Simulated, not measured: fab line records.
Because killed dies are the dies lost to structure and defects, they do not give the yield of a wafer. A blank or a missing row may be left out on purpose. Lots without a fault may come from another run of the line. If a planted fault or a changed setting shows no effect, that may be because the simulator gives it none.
Chamber matching + flow n5Finfet + 4 sister chambers for N5_MOL_CONTACT_COAG_CONTACT_ETCH_14 on rieDiel-05
The step etches SiO2 in C4F6/O2, target depth 27.5 nm, overetch 8.5 nm, time 20 s. 22 wafers are shown with their chamber, then 11 later ones without.

== EACH WAFER AND ITS CHAMBER ==
| wafer  | chamber | drypumpMotorCurrentA (A) | showerheadPlenumPTorr (Torr) | throttleValvePct (%) |
|--------|---------|--------------------------|------------------------------|----------------------|
| L074.1 | 3       | 4.7                      | 2.81                         | 21.24                |
| L074.3 | 1       | 5.8                      | 2.81                         | 21.39                |
| L074.6 | 3       | 4.7                      | 2.81                         | 21.22                |
| L076.1 | 0       | 5.2                      | 2.79                         | 21.03                |
| L076.4 | 3       | 4.7                      | 2.81                         | 21.24                |
| L076.6 | 3       | 4.7                      | 2.81                         | 21.24                |
| L078.2 | 2       | 6.0                      | 2.90                         | 21.44                |
| L078.3 | 3       | 4.7                      | 2.81                         | 21.25                |
| L078.6 | 3       | 4.7                      | 2.81                         | 21.27                |
| L077.2 | 0       | 5.2                      | 2.79                         | 21.03                |
| L077.5 | 3       | 4.7                      | 2.81                         | 21.25                |
| L077.6 | 0       | 5.2                      | 2.79                         | 21.05                |
| L079.3 | 1       | 5.9                      | 2.81                         | 21.41                |
| L079.5 | 2       | 6.0                      | 2.90                         | 21.45                |
| L079.6 | 1       | 5.9                      | 2.81                         | 21.42                |
| L081.3 | 1       | 5.8                      | 2.81                         | 21.42                |
| L081.4 | 2       | 6.0                      | 2.90                         | 21.45                |
| L081.5 | 0       | 5.2                      | 2.78                         | 21.05                |
| L083.1 | 2       | 6.0                      | 2.90                         | 21.46                |
| L083.2 | 1       | 5.8                      | 2.81                         | 21.42                |
| L083.4 | 3       | 4.7                      | 2.80                         | 21.29                |
| L087.2 | 2       | 6.0                      | 2.89                         | 21.45                |

SIGNATURES, as means of the wafers listed above
| reading               | chamber 0 | chamber 1 | chamber 2 | chamber 3 | scatter within a chamber |
|-----------------------|-----------|-----------|-----------|-----------|--------------------------|
| drypumpMotorCurrentA  | 5.200     | 5.840     | 6.000     | 4.700     | 0.0258                   |
| showerheadPlenumPTorr | 2.7875    | 2.8100    | 2.8980    | 2.8087    | 0.00367                  |
| throttleValvePct      | 21.0400   | 21.4120   | 21.4500   | 21.2500   | 0.0158                   |
Rule: a wafer lies at a distance from a chamber equal to the root of the sum of squares, over the readings, of (its reading less the chamber's mean, divided by the reading's scatter). If the next closest chamber is less than 2 further off than the closest, the wafer can't be placed; otherwise it belongs to the closest. The scatter: the root of (the sum of the squares of (reading less its chamber's mean) over the shown wafers, divided by (wafers less chambers)).

== WAFERS MISSING THEIR CHAMBER ==
| wafer  | drypumpMotorCurrentA (A) | showerheadPlenumPTorr (Torr) | throttleValvePct (%) |
|--------|--------------------------|------------------------------|----------------------|
| L087.4 | 5.8                      | 2.80                         | 21.43                |
| L087.6 | 5.9                      | 2.80                         | 21.45                |
| L088.1 | 6.0                      | 2.89                         | 21.46                |
| L088.3 | 4.7                      | 2.80                         | 21.29                |
| L088.4 | 5.8                      | 2.80                         | 21.43                |
| L091.1 | 5.9                      | 2.80                         | 21.45                |
| L091.4 | 5.1                      | 2.77                         | 21.08                |
| L091.6 | 6.0                      | 2.89                         | 21.48                |
| L096.1 | 5.2                      | 2.77                         | 21.08                |
| L096.4 | 5.8                      | 2.79                         | 21.47                |
| L096.5 | 5.2                      | 2.77                         | 21.09                |

== THE CHAMBER EACH PASSED THROUGH ==
| wafer  | from the rows above | in truth |
|--------|---------------------|----------|
| L087.4 | 1                   | 1        |
| L087.6 | 1                   | 1        |
| L088.1 | 2                   | 2        |
| L088.3 | 3                   | 3        |
| L088.4 | 1                   | 1        |
| L091.1 | 1                   | 1        |
| L091.4 | 0                   | 0        |
| L091.6 | 2                   | 2        |
| L096.1 | 0                   | 0        |
| L096.4 | 1                   | 1        |
| L096.5 | 0                   | 0        |
Correct placement for 11 of the 11. Can't be placed from these rows: 0. Wrongly placed: 0.
